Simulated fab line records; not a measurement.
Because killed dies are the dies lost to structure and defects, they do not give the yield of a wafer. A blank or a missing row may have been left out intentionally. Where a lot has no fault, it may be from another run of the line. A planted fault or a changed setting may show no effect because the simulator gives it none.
Matching of chambers || flow n5_finfet || N5_ILD0_LINER_00 on ald_sin-04 has 4 sister chambers
The step material SiNx, target thk 4 nm, pulse time 1 s, purge time 2 s. 8 wafers are shown with their chamber, then 8 later ones without.

EACH WAFER AND ITS CHAMBER
{"wafer": "L075.3", "chamber": 3, "heater_power_w (W)": 832, "precursor_pulse_height_rel": 1.040}
{"wafer": "L083.2", "chamber": 0, "heater_power_w (W)": 708, "precursor_pulse_height_rel": 1.010}
{"wafer": "L083.3", "chamber": 3, "heater_power_w (W)": 834, "precursor_pulse_height_rel": 1.010}
{"wafer": "L083.4", "chamber": 1, "heater_power_w (W)": 830, "precursor_pulse_height_rel": 1.004}
{"wafer": "L084.1", "chamber": 0, "heater_power_w (W)": 714, "precursor_pulse_height_rel": 1.008}
{"wafer": "L084.2", "chamber": 2, "heater_power_w (W)": 649, "precursor_pulse_height_rel": 1.019}
{"wafer": "L084.3", "chamber": 1, "heater_power_w (W)": 828, "precursor_pulse_height_rel": 0.990}
{"wafer": "L088.2", "chamber": 2, "heater_power_w (W)": 647, "precursor_pulse_height_rel": 1.013}

WAFERS WITH NO CHAMBER GIVEN
{"wafer": "L088.3", "heater_power_w (W)": 837, "precursor_pulse_height_rel": 0.990}
{"wafer": "L088.5", "heater_power_w (W)": 831, "precursor_pulse_height_rel": 1.002}
{"wafer": "L090.1", "heater_power_w (W)": 649, "precursor_pulse_height_rel": 0.992}
{"wafer": "L090.3", "heater_power_w (W)": 847, "precursor_pulse_height_rel": 0.963}
{"wafer": "L090.4", "heater_power_w (W)": 733, "precursor_pulse_height_rel": 0.986}
{"wafer": "L094.3", "heater_power_w (W)": 671, "precursor_pulse_height_rel": 0.952}
{"wafer": "L094.4", "heater_power_w (W)": 833, "precursor_pulse_height_rel": 1.028}
{"wafer": "L094.5", "heater_power_w (W)": 710, "precursor_pulse_height_rel": 0.994}

WHICH CHAMBER EACH WENT THROUGH
{"wafer": "L088.3", "from the rows above": "can't be placed: 1 or 3", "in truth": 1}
{"wafer": "L088.5", "from the rows above": "can't be placed: 1 or 3", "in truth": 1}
{"wafer": "L090.1", "from the rows above": 2, "in truth": 2}
{"wafer": "L090.3", "from the rows above": "can't be placed: 3 or 1", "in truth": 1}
{"wafer": "L090.4", "from the rows above": 0, "in truth": 0}
{"wafer": "L094.3", "from the rows above": 2, "in truth": 2}
{"wafer": "L094.4", "from the rows above": 3, "in truth": 3}
{"wafer": "L094.5", "from the rows above": 0, "in truth": 0}
Correct placement for 5 of the 8. From these rows, 3 cannot be placed; in 3 the true chamber is one of the candidates. Placed wrongly: 0.
How it was worked out, from the rows above alone: a wafer's distance from a chamber is the root of the sum, over the readings, of the square of ((its reading less the chamber's mean) divided by the reading's scatter). If the next closest chamber is less than 2 further off than the closest, the wafer can't be placed; otherwise it belongs to the closest. For every chamber, the mean is computed from those of its wafers that are shown. How the scatter is found: for the shown wafers, subtract from each reading the mean of its chamber, square and add these, divide the total by (wafers less chambers), then take the root.
